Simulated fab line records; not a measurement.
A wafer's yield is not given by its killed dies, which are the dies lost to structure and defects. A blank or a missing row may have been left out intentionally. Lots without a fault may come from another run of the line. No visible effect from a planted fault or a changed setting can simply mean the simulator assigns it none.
Struck lot and sound lot, side by side | flow n5 finfet | 22 out of 1938 route steps
Sound: these wafers, L950.2, L950.4, L950.5. Wafers struck: L954.1, L954.2, L954.5. At the end, the cause is stated.
Each step with rows lists, per side, the tool, then ch with its chambers, then its first start. Under that, the readings that differ: sound wafers | struck wafers | difference of the means | sigmas: that difference in standard deviations of wafers without a fault.
alike: readings whose means differ by less than 2 such deviations, and words and numbers that are the same on both sides. not compared: withheld readings, readings that some wafer has no value for, bounds like >300 that may hide the same value, and numbers for which the record gives no deviation and whose values overlap.
Wherever a step has rows on one side only, a row that says differs or no value, or a row with sigmas, the two part there. Numbers that don't overlap but have no deviation are shown without sigmas and don't part them. A reading missing from all wafers of one side parts the sides only when that side holds two or more wafers.

first, 10 steps without rows for these wafers: N5_WELL_APT_DESCUM_30 (chemistry O2, time 7.9 s); N5_WELL_APT_IMPLANT_31; N5_WELL_APT_IMPLANT_32; N5_WELL_APT_STRIP_33 (strips in SPM, time 900 s); N5_WELL_APT_RTA_34 (time 10 s); N5_WELL_APT_OXIDE_STRIP_42 (strips SiO2 in dHF, time 45 s, target depth 12 nm); N5_WELL_APT_PRECLEAN_36 (cleans in O3/DIW, time 45 s); N5_WELL_APT_PRECLEAN_39 (cleans in dHF, time 60 s); N5_WELL_APT_SRD_37 (time 30 s); N5_WELL_APT_EPI_41 (deposits Si from SiH4/H2, target thk 50 nm, time 297.7 s).
N5_PMOS_HMC_CHANNEL_EPI_HM_DEP_34: deposits SiO2 from TEOS/O2, target thk 36 nm, time 6.9 s.
  sound on pecvd-02 ch 0,1,2, day 3 10:35; struck on pecvd-02 ch 0,2, day 4 10:58
  alike: heater power w, showerhead plenum p Torr, throttle valve pct
then, 7 steps without rows for these wafers: N5_PMOS_HMC_CHANNEL_EPI_COAT_31 (time 60 s, resist thk 66 nm); N5_PMOS_HMC_CHANNEL_EPI_COAT_03 (resist thk 205 nm); N5_PMOS_HMC_CHANNEL_EPI_EBR_05; N5_PMOS_HMC_CHANNEL_EPI_SOFTBAKE_04 (time 60 s); N5_PMOS_HMC_CHANNEL_EPI_EXPOSE_06 (exposes mask PMOS HMC BLK, target cd 240 nm); N5_PMOS_HMC_CHANNEL_EPI_PEB_07 (peb time 60 s); N5_PMOS_HMC_CHANNEL_EPI_DEVELOP_08 (develop time 30 s).
N5_PMOS_HMC_CHANNEL_EPI_INSPECT_11: inspects for defects (macro).
  struck on defect inspect-01, day 4 11:25; sound on defect inspect-02, day 3 11:02
  reading          | sound | struck         | difference | sigmas
  raw defect count | 0 1 4 | >300 >300 >300 | differs    |
then, 1 step without rows for these wafers: N5_PMOS_HMC_CHANNEL_EPI_DESCUM_14 (chemistry O2, time 7.9 s).
-- a jump in the record: the struck wafers' starts before and after are 7 days apart (it breaks off in module PMOS_HMC_CHANNEL_EPI and resumes in module BEOL_M4, where the first step shown is number 1111 of the route) --
N5_BEOL_M4_RC_MEAS_101:
  sound on prober-01 ch 0, day 9 20:46; struck on prober-01 ch 0, day 11 00:01
  reading       | sound       | struck      | difference | sigmas
  ION_N (uA/um) | 663 659 648 | 687 688 679 | +28        | +3
  ION_P (uA/um) | 445 448 443 | 469 461 463 | +19        | +3
  alike: DIBL_N, DIBL_P, IOFF_N, IOFF_P, SS_N, SS_P, VT_N, VT_P
-- here the record skips 5 days between the struck wafers' starts before and after, leaving off in module BEOL_M4 and picking up in module PASSIVATION (first step shown: number 1936 of the route) --
N5_PASSIVATION_PROBE_49:
  the record has rows for the struck wafers here (prober-02, day 15 12:07) and none for the sound ones

== WHERE THEY PART ==
Earliest at N5_PMOS_HMC_CHANNEL_EPI_INSPECT_11; latest, in this record, at N5_PASSIVATION_PROBE_49.

WHY: what the simulator had put in
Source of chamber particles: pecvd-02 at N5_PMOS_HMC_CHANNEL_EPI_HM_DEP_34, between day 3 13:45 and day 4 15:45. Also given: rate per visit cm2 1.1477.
